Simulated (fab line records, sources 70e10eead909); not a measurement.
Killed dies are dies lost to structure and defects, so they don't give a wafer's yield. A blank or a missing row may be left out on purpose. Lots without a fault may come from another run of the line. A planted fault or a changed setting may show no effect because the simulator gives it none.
Which tool did it? | flow nand_harc | 6 lots, 18 wafers sampled, at 4 steps of a route of 1159

WHAT THE GAUGES READ, wafer by wafer
NHARC_P_GATE_CD_MEAS_59: target cd 720 nm.
lot  | measured     | on        | cd_nm (nm)
L201 | day 5 22:29  | cd_sem-01 | 720.5 719.9 719.3
L203 | day 6 22:23  | cd_sem-03 | 720.0 718.9 719.7
L213 | day 9 00:52  | cd_sem-03 | 719.1 721.4 721.5
L216 | day 9 13:13  | cd_sem-01 | 719.4 719.6 722.6
L218 | day 10 04:26 | cd_sem-03 | 720.2 721.4 721.4
L220 | day 10 19:43 | cd_sem-03 | 718.2 720.0 718.3

WHICH TOOL RAN EACH LOT (tool, then ch and the chambers of the sampled wafers, then the start)
lot  | NHARC_P_GATE_DESCUM_13            | NHARC_P_GATE_STRIP_101             | NHARC_P_GATE_EXPOSE_56
L201 | rie_diel-01 ch 0,2,3, day 4 19:01 | rie_diel-01 ch 1,2,3, day 5 19:48  | krf_scanner-04 ch 0, day 5 22:20
L203 | rie_diel-11 ch 2,3, day 5 12:17   | rie_diel-07 ch 0,3, day 6 19:41    | krf_scanner-04 ch 0, day 6 22:14
L213 | rie_diel-07 ch 0,3, day 7 20:08   | rie_diel-01 ch 1,2,3, day 8 21:53  | krf_scanner-03 ch 0, day 9 00:43
L216 | rie_diel-07 ch 1,2,3, day 8 10:10 | rie_diel-11 ch 0,2,3, day 9 10:38  | krf_scanner-03 ch 0, day 9 13:03
L218 | rie_diel-07 ch 1,3, day 9 01:16   | rie_diel-07 ch 0,2,3, day 10 02:00 | krf_scanner-03 ch 0, day 10 04:16
L220 | rie_diel-01 ch 1,2,3, day 9 15:05 | rie_diel-01 ch 1,3, day 10 17:08   | krf_scanner-03 ch 0, day 10 19:33
- NHARC_P_GATE_DESCUM_13: chemistry O2, time 3 s.
- NHARC_P_GATE_STRIP_101: strips in O2, time 20 s.
- NHARC_P_GATE_EXPOSE_56: exposes mask P PSD, target cd 720 nm.

THE ANSWER, worked out from the rows above alone
Rule: what is usual is taken from the lots themselves. Put in order of their means at a reading, lots are off if they are a third of the lots or fewer, leave a main group of 4 or more, and stand apart from it by a gap of 3 or more times the standard deviation of the main group's means; of several such gaps the widest counts. A main group whose means are all the same, to the digits that the tables above print for the reading, isn't used. A lot without any number at a reading at which 4 lots or more have one is off too. The other lots that the step has rows for count as sound.
No lot is off at any reading shown: from this, nothing can be told.

WHAT THE SIMULATOR HAD PUT IN
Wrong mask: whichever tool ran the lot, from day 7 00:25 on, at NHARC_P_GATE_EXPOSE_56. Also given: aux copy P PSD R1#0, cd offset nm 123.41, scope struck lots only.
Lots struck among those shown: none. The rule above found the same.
